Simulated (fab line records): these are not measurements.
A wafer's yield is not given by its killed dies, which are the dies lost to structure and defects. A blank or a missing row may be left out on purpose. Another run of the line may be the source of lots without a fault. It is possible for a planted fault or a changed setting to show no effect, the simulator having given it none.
Chamber matching :: flow nand_harc :: NHARC_P_GATE_ETCH_104 on rie_diel-01: 4 sister chambers
The step etches the open film in CF4/CHF3, target depth 60 nm. 4 wafers are shown with their chamber, then 7 later ones without.

## WAFERS, EACH WITH ITS CHAMBER
wafer: L743.4
chamber: 3
showerhead_plenum_p_Torr (Torr): 1.49

wafer: L743.6
chamber: 0
showerhead_plenum_p_Torr (Torr): 1.52

wafer: L744.1
chamber: 2
showerhead_plenum_p_Torr (Torr): 1.64

wafer: L744.2
chamber: 1
showerhead_plenum_p_Torr (Torr): 1.65

## WAFERS WITHOUT THEIR CHAMBER
wafer: L744.5
showerhead_plenum_p_Torr (Torr): 1.52

wafer: L747.1
showerhead_plenum_p_Torr (Torr): 1.65

wafer: L747.4
showerhead_plenum_p_Torr (Torr): 1.49

wafer: L747.6
showerhead_plenum_p_Torr (Torr): 1.65

wafer: L748.1
showerhead_plenum_p_Torr (Torr): 1.63

wafer: L748.3
showerhead_plenum_p_Torr (Torr): 1.52

wafer: L748.5
showerhead_plenum_p_Torr (Torr): 1.65

## WHICH CHAMBER EACH ONE RAN IN
wafer: L744.5
from the rows above: 0
in truth: 0

wafer: L747.1
from the rows above: 1
in truth: 1

wafer: L747.4
from the rows above: 3
in truth: 3

wafer: L747.6
from the rows above: 1
in truth: 1

wafer: L748.1
from the rows above: 2
in truth: 2

wafer: L748.3
from the rows above: 0
in truth: 0

wafer: L748.5
from the rows above: 1
in truth: 1
Correct placement for 7 of the 7. From these rows, 0 cannot be placed. Placed wrongly: 0.
How it was worked out, from the rows above alone: a wafer's distance from a chamber is the root of the sum, over the readings, of the square of ((its reading less the chamber's mean) divided by the reading's scatter). If the next closest chamber is less than 2 further off than the closest, the wafer can't be placed; otherwise it belongs to the closest. The mean given for a chamber averages the wafers shown for that chamber. The scatter (one wafer shown for each chamber): square how far every hidden wafer sits from the nearest shown wafer, average those squares and take the square root.
